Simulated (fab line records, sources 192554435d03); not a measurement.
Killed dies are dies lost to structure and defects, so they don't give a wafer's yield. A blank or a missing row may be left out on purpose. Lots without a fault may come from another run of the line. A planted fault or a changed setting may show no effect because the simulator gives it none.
fab line records | flow n5_finfet
record lots=6 wafers=17 last_day=16
route steps=1938 shown BEOL_M10@1531 BEOL_M11@1536
lots that met no fault: from a run of the same line without faults
start_h: hours from the record's first day to the start of the lot's first wafer shown | wait_h: hours since the lot's step before | " the same as in the row above | L1.1+2: a row that stands for several wafers | - no value, or no start given | * or withheld: withheld | < > ~ a bound
route shown NAME@n: a module of which the file shows steps, and the number in the route of the first | usual: mean/standard deviation of fault-free wafers | same: alike in all rows | chamber/n: place in a boat | sites: the reading at each site | _std_site: their standard deviation | _edge_site: outer sites' mean less inner sites' | radius_mm: how far each site lies from the wafer's centre | mask NAME#n: copy n | behind: the tool/chamber that last shaped the wafer | hold: why the lot was held/for how many hours/how that ended | device: the transistor (n, p or np) that didn't switch | end of line: the same wafers' tests at the end of the route | a step without rows: its recipe alone | killed: dies lost to structure and defects at the first sort, not the wafer's yield | map: a wafer's dies, x killed, . not, _ none there
set.NAME: the setting as run; set.NAME@STEP: as run at that earlier step | model.NAME: the simulator's own value behind a step, which no gauge read
lots at some steps of the route; a table a step, a row a wafer
services: from which hour (start_h, from the record's first day; less than 0 if before it) a tool's chamber was out of use, for how many hours, and why
## steps
# step N5_BEOL_M10_THK_MEAS_53
# recipe thk_meas_gauge=xrf reads=Cu_of_BEOL_M10_ECD_50
# usual M10_THK=141.5/2.8
# columns lot.wafer tool chamber start_h wait_h M10_THK[nm]
L535.4 film_metro-02 - 216.47 - 137.8
L535.5 " - " " 143.0
L535.6 " - " " 137.3
L537.1 film_metro-02 - 234.33 - 142.1
L537.3 " - " " 145.2
L537.4 " - " " 140.0
L543.1 film_metro-02 - 262.29 - 142.8
L543.4 " - " " 140.4
L543.5 " - " " 139.7
L544.1 film_metro-02 - 268.12 - 141.1
L544.2 " - " " 144.0
L544.6 " - " " 139.7
L552.3 film_metro-01 - 324.49 - 140.3
L552.6 " - " " 138.8
L554.2 film_metro-02 - 331.78 - 138.3
L554.5 " - " " 143.1
L554.6 " - " " 143.6
# step N5_BEOL_M10_PRE_CLEAN_55
# recipe gas=NH3 time_s=15 temp_c=withheld rf_power_w=300
# step N5_BEOL_M10_DEP_56
# recipe material=SiCN target_thk_a=150 temp_c=withheld precursor=3MS/NH3 pressure_torr=3 rf_w=202 time_s=26.5
# usual showerhead_plenum_p_Torr=3.663/0.014 throttle_valve_pct=9.1/0.47
# columns lot.wafer tool chamber start_h wait_h showerhead_plenum_p_Torr throttle_valve_pct
L535.4 pecvd-04 2 216.55 0.0 3.666 8.6
L535.5 " 0 " " 3.661 9.7
L535.6 " 1 " " 3.650 9.1
L537.1 pecvd-04 0 234.41 0.0 3.651 9.9
L537.3 " 0 " " 3.656 9.9
L537.4 " 1 " " 3.654 8.9
L543.1 pecvd-04 1 262.36 0.0 3.661 9.1
L543.4 " 2 " " 3.647 8.5
L543.5 " 1 " " 3.656 9.3
L544.1 pecvd-01 2 268.18 0.0 3.670 8.9
L544.2 " 1 " " 3.672 9.0
L544.6 " 1 " " 3.673 9.1
L552.3 pecvd-03 0 324.55 0.0 3.689 8.6
L552.6 " 1 " " 3.675 9.6
L554.2 pecvd-03 1 331.84 0.0 3.675 9.8
L554.5 " 1 " " 3.681 9.6
L554.6 " 2 " " 3.649 9.5
# step N5_BEOL_M10_RS_MEAS_57
# recipe thk_meas_gauge=four-point-probe reads=Cu_of_BEOL_M10_ECD_50+Co_of_BEOL_M10_CVD_75+TaN_of_BEOL_M10_ALD_74
# usual M10_RS=0.150/0.0031
# columns lot.wafer tool chamber start_h wait_h M10_RS[ohm/sq]
L535.4 film_metro-02 - 216.60 0.0 0.155
L535.5 " - " " 0.149
L535.6 " - " " 0.155
L537.1 film_metro-02 - 234.52 0.1 0.151
L537.3 " - " " 0.147
L537.4 " - " " 0.153
L543.1 film_metro-02 - 262.43 0.1 0.149
L543.4 " - " " 0.153
L543.5 " - " " 0.153
L544.1 film_metro-02 - 268.25 0.1 0.153
L544.2 " - " " 0.148
L544.6 " - " " 0.153
L552.3 film_metro-02 - 324.63 0.1 0.151
L552.6 " - " " 0.153
L554.2 film_metro-02 - 331.91 0.1 0.155
L554.5 " - " " 0.150
L554.6 " - " " 0.150
# step N5_BEOL_M10_INSPECT_58
# recipe inspect_instrument=darkfield mode=post_dep
# usual raw_defect_count=80/27
# columns lot.wafer tool chamber start_h wait_h raw_defect_count
L535.4 defect_inspect-01 - 216.63 0.0 93
L535.5 " - " " 76
L535.6 " - " " 70
L537.1 defect_inspect-01 - 234.54 0.0 143
L537.3 " - " " 153
L537.4 " - " " 70
L543.1 defect_inspect-01 - 262.45 0.0 85
L543.4 " - " " 47
L543.5 " - " " 67
L544.1 defect_inspect-01 - 268.28 0.0 100
L544.2 " - " " 99
L544.6 " - " " 72
L552.3 defect_inspect-01 - 324.65 0.0 71
L552.6 " - " " 90
L554.2 defect_inspect-02 - 331.94 0.0 40
L554.5 " - " " 93
L554.6 " - " " 72
# step N5_BEOL_M11_ILD_DEP_00
# recipe material=SiCOH_lowk target_thk_a=3085.1 temp_c=300 precursor=DEMS/porogen pressure_torr=5 rf_w=500 time_s=58
# usual heater_power_w=324/32 showerhead_plenum_p_Torr=5.731/0.016 throttle_valve_pct=13.8/0.83
# columns lot.wafer tool chamber start_h wait_h heater_power_w showerhead_plenum_p_Torr throttle_valve_pct
L535.4 pecvd-03 1 216.69 0.1 364 5.759 14.9
L535.5 " 2 " " 309 5.717 14.1
L535.6 " 0 " " 314 5.753 13.6
L537.1 pecvd-04 1 234.58 0.0 311 5.714 14.1
L537.3 " 1 " " 315 5.744 13.9
L537.4 " 0 " " 279 5.725 15.0
L543.1 pecvd-03 1 262.49 0.0 339 5.750 14.7
L543.4 " 1 " " 353 5.743 14.7
L543.5 " 0 " " 342 5.760 13.5
L544.1 pecvd-04 2 268.31 0.0 312 5.725 12.6
L544.2 " 0 " " 296 5.722 15.2
L544.6 " 2 " " 311 5.737 12.4
L552.3 pecvd-04 0 324.69 0.0 272 5.723 15.3
L552.6 " 0 " " 288 5.737 15.4
L554.2 pecvd-02 0 331.98 0.0 339 5.747 13.0
L554.5 " 1 " " 368 5.728 14.4
L554.6 " 0 " " 352 5.730 13.1
# step N5_BEOL_M11_CURE_71
# recipe temp_c=385 time_s=240 ambient=He/Ar material=SiCOH_lowk
# usual lamp_power_pct=52.32/0.052 wafer_temp_C_max=386.9/0.61
# columns lot.wafer tool chamber start_h wait_h lamp_power_pct wafer_temp_C_max
L535.4 uv_cure-01 1 217.19 0.5 52.29 387.3
L535.5 " 1 " " 52.26 388.3
L535.6 " 1 " " 52.37 387.2
L537.1 uv_cure-03 0 235.03 0.4 52.32 386.6
L537.3 " 0 " " 52.36 386.5
L537.4 " 0 " " 52.31 386.3
L543.1 uv_cure-01 0 262.61 0.1 52.32 386.7
L543.4 " 0 " " 52.42 387.9
L543.5 " 0 " " 52.38 387.3
L544.1 uv_cure-01 1 268.46 0.1 52.30 387.4
L544.2 " 1 " " 52.34 387.6
L544.6 " 1 " " 52.29 387.4
L552.3 uv_cure-03 2 324.93 0.2 52.37 387.2
L552.6 " 2 " " 52.37 387.7
L554.2 uv_cure-03 0 332.21 0.2 52.14 386.3
L554.5 " 0 " " 52.28 386.9
L554.6 " 0 " " 52.28 387.0
# step N5_BEOL_M11_THK_MEAS_01
# recipe reads=SiCOH_lowk_of_BEOL_M11_ILD_DEP_00
# usual M11_ILD_THK=267/4.1
# columns lot.wafer tool chamber start_h wait_h M11_ILD_THK[nm]
L535.4 film_metro-02 - 217.46 0.2 264
L535.5 " - " " 265
L535.6 " - " " 268
L537.1 film_metro-02 - 235.54 0.4 265
L537.3 " - " " 270
L537.4 " - " " 266
L543.1 film_metro-02 - 263.12 0.4 264
L543.4 " - " " 271
L543.5 " - " " 280
L544.1 film_metro-02 - 268.97 0.4 265
L544.2 " - " " 262
L544.6 " - " " 266
L552.3 film_metro-01 - 325.28 0.3 264
L552.6 " - " " 266
L554.2 film_metro-02 - 333.05 0.7 262
L554.5 " - " " 265
L554.6 " - " " 266
# step N5_BEOL_M11_PECVD_70
# recipe material=SiO2 target_thk_a=200 temp_c=400 precursor=TEOS/O2 pressure_torr=5.5 rf_w=450 teos_flow_sccm=53.8 gas=O2 flow_sccm=3000 time_s=22.7
# step N5_BEOL_M11_HM_DEP_02
# recipe material=TiN target_thk_a=200 temp_c=25 chamber_pressure_pa=0.49996
# step N5_BEOL_M11_COAT_59
# recipe resist=SOC temp_c=250 time_s=60 spin_rpm=1500 resist_thk_nm=100
# step N5_BEOL_M11_COAT_60
# recipe resist=SiARC temp_c=220 time_s=60 spin_rpm=1500 resist_thk_nm=30
# step N5_BEOL_M11_COAT_05
# recipe resist=CAR-ArF spin_rpm=1500 resist_thk_nm=90
# usual spin_speed_rpm=1499.8/1.2
# columns lot.wafer tool chamber start_h wait_h spin_speed_rpm model.CAR-ArF_of_BEOL_M11_COAT_05.thk_nm
L535.4 litho_track-05 0 218.69 - 1499.5 90.2
L535.5 " 0 " " 1501.9 89.8
L535.6 " 0 " " 1501.1 90
L537.1 litho_track-04 0 236.08 - 1498.8 90
L537.3 " 0 " " 1501.7 89.8
L537.4 " 0 " " 1499.5 89.8
L543.1 litho_track-04 0 265.09 - 1412.2 92.6
L543.4 " 0 " " 1408.4 92.8
L543.5 " 0 " " 1410.5 92.6
L544.1 litho_track-04 0 269.20 - 1409.4 92.6
L544.2 " 0 " " 1409.5 92.8
L544.6 " 0 " " 1411.3 92.8
L552.3 litho_track-02 0 328.02 - 1500.6 89.4
L552.6 " 0 " " 1499.6 89.6
L554.2 litho_track-02 0 334.84 - 1500.2 89.8
L554.5 " 0 " " 1500.9 89.8
L554.6 " 0 " " 1499.6 89.6
# step N5_BEOL_M11_EBR_07
# recipe solvent=PGMEA ebr_width_mm=1.5
# step N5_BEOL_M11_SOFTBAKE_06
# recipe temp_c=110 time_s=60 resist=CAR-ArF
# step N5_BEOL_M11_EXPOSE_08
# recipe mask_id=M11 na=1.35 source_shape=dipole sigma_inner=0.411 sigma_outer=0.611 polarization=te dose_mj=53.75
# step N5_BEOL_M11_PEB_09
# recipe peb_temp_c=withheld peb_time_s=60 resist=CAR-ArF
# step N5_BEOL_M11_DEVELOP_10
# recipe develop_time_s=30 developer=TMAH resist=CAR-ArF rinse_liquid=diw dry=air_spin dev_temp_c=23
# step N5_BEOL_M11_CD_MEAS_11
# recipe target_cd_nm=64.1 landing_energy_ev=500 detector=se_inlens polarity=opening
# usual cd_nm=64.0/0.56
# same landing_energy_ev=500
# columns lot.wafer tool chamber start_h wait_h cd_nm
L535.4 cd_sem-01 0 219.05 - 63.7
L535.5 " 0 " " 63.4
L535.6 " 0 " " 64.1
L537.1 cd_sem-01 0 236.44 - 63.7
L537.3 " 0 " " 64.0
L537.4 " 0 " " 63.5
L543.1 cd_sem-03 0 265.46 - 64.0
L543.4 " 0 " " 64.7
L543.5 " 0 " " 64.6
L544.1 cd_sem-01 0 269.56 - 63.2
L544.2 " 0 " " 62.7
L544.6 " 0 " " 63.4
L552.3 cd_sem-03 0 328.26 - 63.9
L552.6 " 0 " " 64.5
L554.2 cd_sem-03 0 335.21 - 64.2
L554.5 " 0 " " 64.0
L554.6 " 0 " " 63.9
# step N5_BEOL_M11_OVL_MEAS_12
# recipe points_per_wafer=44
# usual M11_OVL=-0.1/0.85
# same points_per_wafer=44
# columns lot.wafer tool chamber start_h wait_h M11_OVL[nm]
L535.4 overlay-01 0 219.08 0.0 -0.9
L535.5 " 0 " " 0.6
L535.6 " 0 " " -1.2
L537.1 overlay-02 0 236.48 0.0 0.4
L537.3 " 0 " " -0.1
L537.4 " 0 " " -0.7
L543.1 overlay-01 0 265.49 0.0 1.5
L543.4 " 0 " " 0.0
L543.5 " 0 " " 0.0
L544.1 overlay-02 0 269.59 0.0 0.6
L544.2 " 0 " " 0.6
L544.6 " 0 " " 0.7
L552.3 overlay-01 0 328.29 0.0 0.2
L552.6 " 0 " " -0.3
L554.2 overlay-01 0 335.24 0.0 -0.5
L554.5 " 0 " " -0.4
L554.6 " 0 " " -1.1
# step N5_BEOL_M11_INSPECT_13
# recipe mode=adi inspect_instrument=brightfield
# usual raw_defect_count=460/130
# columns lot.wafer tool chamber start_h wait_h raw_defect_count
L535.4 defect_inspect-01 - 219.11 0.0 361
L535.5 " - " " 303
L535.6 " - " " 353
L537.1 defect_inspect-01 - 236.50 0.0 863
L537.3 " - " " 676
L537.4 " - " " 543
L543.1 defect_inspect-01 - 265.51 0.0 315
L543.4 " - " " 327
L543.5 " - " " 330
L544.1 defect_inspect-02 - 269.61 0.0 811
L544.2 " - " " 572
L544.6 " - " " 554
L552.3 defect_inspect-01 - 328.32 0.0 528
L552.6 " - " " 566
L554.2 defect_inspect-02 - 335.26 0.0 300
L554.5 " - " " 443
L554.6 " - " " 388
# step N5_BEOL_M11_DESCUM_16
# recipe chemistry=O2 time_s=7.9 source_power_w=50 bias_power_w=20 pressure_mtorr=20 rf_frequency_hz=2.712e+07 temp_c=40 resist=CAR-ArF o2_flow_sccm=225
# usual drypump_motor_current_A=5.75/0.3 oes_product_au=0.75/0.072 rf_vpp_V=243.2/1.5 showerhead_plenum_p_Torr=2.09/0.077 throttle_valve_pct=20.49/0.23
# columns lot.wafer tool chamber start_h wait_h drypump_motor_current_A oes_product_au rf_hours_counter_h rf_vpp_V showerhead_plenum_p_Torr throttle_valve_pct
L535.4 rie_diel-05 1 219.44 0.3 5.72 0.72 - 242.4 2.07 20.02
L535.5 " 0 " " 5.82 0.75 - 240.3 2.01 20.71
L535.6 " 3 " " 6.13 0.89 - 244.9 2.22 20.52
L537.1 rie_diel-05 2 236.54 0.0 5.56 0.84 64 243.5 2.11 20.22
L537.3 " 3 " " 6.13 0.87 33 244.9 2.22 20.52
L537.4 " 1 " " 5.73 0.72 181 242.0 2.07 20.02
L543.1 rie_diel-05 0 265.55 0.0 5.84 0.74 174 241.9 2.00 20.74
L543.4 " 3 " " 6.14 0.86 40 245.1 2.21 20.52
L543.5 " 1 " " 5.73 0.72 - 243.5 2.06 20.06
L544.1 rie_diel-06 3 269.65 0.0 5.81 0.86 64 242.7 2.13 20.72
L544.2 " 1 " " 5.92 0.70 198 244.7 2.18 20.67
L544.6 " 2 " " 5.51 0.68 - 242.8 2.07 20.49
L552.3 rie_diel-05 2 328.35 0.0 5.56 0.82 88 243.9 2.10 20.26
L552.6 " 1 " " 5.76 0.69 - 241.7 2.06 20.07
L554.2 rie_diel-03 2 335.30 0.0 5.52 0.85 42 244.6 2.23 20.39
L554.5 " 1 " " 6.23 0.67 - 242.0 1.98 20.73
L554.6 " 0 " " 5.38 0.67 - 243.4 2.04 20.55
# step N5_BEOL_M11_ETCH_61
# recipe chemistry=CF4 target=SiARC target_depth_a=390 mask_material=CAR-ArF time_s=65 ion_energy_ev=80 pressure_mtorr=40 source_w=545 bias_w=36 Ar_flow_sccm=100 cf4_flow_sccm=100 ends=cleared
# usual drypump_motor_current_A=5.75/0.29 etch_rf_on_time_s=64.1/2.1 mfc_ar_sccm=99.95/0.28 oes_product_au=0.65/0.059 rf_vpp_V=183.9/1.2 showerhead_plenum_p_Torr=2.14/0.071 throttle_valve_pct=15.73/0.2
# columns lot.wafer tool chamber start_h wait_h drypump_motor_current_A etch_rf_on_time_s mfc_ar_sccm oes_product_au rf_hours_counter_h rf_vpp_V showerhead_plenum_p_Torr throttle_valve_pct model.CAR-ArF_of_BEOL_M11_COAT_05.thk_nm
L535.4 rie_diel-05 1 219.48 0.0 5.73 65.6 99.58 0.62 - 182.6 2.13 15.40 55.8
L535.5 " 0 " " 5.82 61.3 99.89 0.66 - 182.7 2.07 15.94 55.4
L535.6 " 3 " " 6.14 66.9 100.08 0.74 - 185.5 2.27 15.63 55.8
L537.1 rie_diel-05 2 236.57 0.0 5.58 60.8 100.03 0.74 64 184.7 2.17 15.45 55.6
L537.3 " 3 " " 6.14 66.6 99.65 0.72 33 185.7 2.26 15.65 55.4
L537.4 " 1 " " 5.74 64.9 100.16 0.62 181 184.3 2.13 15.40 55.4
L543.1 rie_diel-05 0 265.58 0.0 5.83 60.0 100.68 0.65 174 182.4 2.06 15.97 58.2
L543.4 " 3 " " 6.11 65.9 99.78 0.72 40 185.5 2.26 15.65 58.6
L543.5 " 1 " " 5.75 63.4 99.85 0.62 - 183.9 2.13 15.44 58.2
L544.1 rie_diel-06 3 269.68 0.0 5.80 64.2 99.95 0.74 64 184.0 2.17 15.75 58.2
L544.2 " 1 " " 5.91 66.3 99.84 0.61 198 186.2 2.22 15.81 58.4
L544.6 " 2 " " 5.50 66.7 99.66 0.58 - 183.7 2.11 15.63 58.4
L552.3 rie_diel-05 2 328.38 0.0 5.56 61.7 100.20 0.72 88 185.0 2.16 15.51 55
L552.6 " 1 " " 5.72 64.8 99.94 0.59 - 184.3 2.12 15.47 55.2
L554.2 rie_diel-03 2 335.33 0.0 5.52 63.2 99.89 0.73 42 185.0 2.27 15.49 55.6
L554.5 " 1 " " 6.20 62.4 99.92 0.59 - 183.4 2.04 15.94 55.4
L554.6 " 0 " " 5.41 64.9 99.90 0.58 - 184.3 2.11 15.86 55.2
# step N5_BEOL_M11_ETCH_62
# recipe chemistry=N2/H2 target=SOC target_depth_a=1100 overetch_a=220 mask_material=SiARC temp_c=40 time_s=165 ion_energy_ev=200 pressure_mtorr=30 source_w=840 bias_w=150 n2_flow_sccm=200 h2_flow_sccm=200
# usual drypump_motor_current_A=5.75/0.3 n2_flow_sccm=199.9/0.56 oes_product_au=0.64/0.058 rf_vpp_V=523.8/2.6 showerhead_plenum_p_Torr=2.54/0.095 throttle_valve_pct=17.92/0.2
# columns lot.wafer tool chamber start_h wait_h drypump_motor_current_A n2_flow_sccm oes_product_au rf_hours_counter_h rf_vpp_V showerhead_plenum_p_Torr throttle_valve_pct
L535.4 rie_diel-05 1 219.58 0.1 5.73 198.9 0.62 - 523.5 2.52 17.52
L535.5 " 0 " " 5.85 199.2 0.63 - 522.8 2.43 17.95
L535.6 " 3 " " 6.12 200.5 0.76 - 528.7 2.70 17.95
L537.1 rie_diel-05 2 236.62 0.0 5.62 198.8 0.71 64 525.3 2.57 17.67
L537.3 " 3 " " 6.16 200.2 0.74 33 527.5 2.70 17.96
L537.4 " 1 " " 5.74 198.9 0.62 181 523.6 2.52 17.55
L543.1 rie_diel-05 0 265.63 0.0 5.84 199.9 0.62 174 521.8 2.42 17.96
L543.4 " 3 " " 6.11 200.3 0.72 41 527.5 2.70 17.97
L543.5 " 1 " " 5.74 200.3 0.61 - 524.2 2.51 17.56
L544.1 rie_diel-06 3 269.73 0.0 5.78 199.3 0.72 64 525.0 2.58 18.02
L544.2 " 1 " " 5.92 199.4 0.61 198 524.9 2.64 18.02
L544.6 " 2 " " 5.52 200.5 0.58 - 522.2 2.52 17.94
L552.3 rie_diel-05 2 328.43 0.0 5.58 200.4 0.69 88 524.0 2.56 17.69
L552.6 " 1 " " 5.72 199.2 0.59 - 523.1 2.50 17.60
L554.2 rie_diel-03 2 335.38 0.0 5.57 200.4 0.72 42 528.2 2.70 17.68
L554.5 " 1 " " 6.27 200.6 0.57 - 519.2 2.40 18.14
L554.6 " 0 " " 5.38 200.2 0.58 - 523.5 2.51 18.18
## services
# columns tool chamber start_h hours kind
pecvd-02 1 195.84 18.6 repair
pecvd-03 1 204.64 2.1 scheduled_down
rie_diel-03 2 214.25 38.8 repair
pecvd-01 1 216.41 5.0 repair
pecvd-04 2 226.18 5.5 scheduled_down
uv_cure-01 - 226.58 28.1 pm
pecvd-03 - 254.60 0.9 repair
uv_cure-01 - 254.68 1.0 pm
pecvd-04 1 258.07 2.8 repair
uv_cure-03 - 269.52 7.5 pm
rie_diel-06 0 270.40 9.1 repair
rie_diel-05 2 270.47 12.0 repair
pecvd-04 - 277.54 5.4 repair
uv_cure-01 - 284.06 7.5 pm
litho_track-04 - 287.35 - consumable_replace:filter
pecvd-03 1 308.67 4.0 repair
rie_diel-05 3 312.55 6.6 repair
rie_diel-06 2 316.25 - clean
rie_diel-06 2 316.25 - consumable_replace:focus_ring
rie_diel-05 2 317.23 1.2 repair
pecvd-02 - 317.75 2.8 pm
pecvd-03 - 321.24 0.5 repair
rie_diel-03 2 331.22 2.2 repair
pecvd-01 0 334.50 3.8 repair
## key
first_sign step=N5_BEOL_M11_COAT_05 reading=spin_speed_rpm direction=down sigmas=78 usual=* struck=*
effect none on later readings
model_effect step=N5_BEOL_M11_COAT_05 value=CAR-ArF_of_BEOL_M11_COAT_05.thk_nm without=89.9 struck=92.7
model_effect step=N5_BEOL_M11_ETCH_61 value=CAR-ArF_of_BEOL_M11_COAT_05.thk_nm without=55.53 struck=58.33
met_at N5_BEOL_M11_COAT_05
struck_wafers L543.1,L543.4,L543.5,L544.1,L544.2,L544.6
onset_between 236.08 265.09
fault kind=process_parameter_drift tool=litho_track-04 chamber=- onset_h=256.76 steps=N5_BEOL_M11_COAT_05 channel=spin_rpm offset=* shape=step end_h=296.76 acts_in=* stated=*
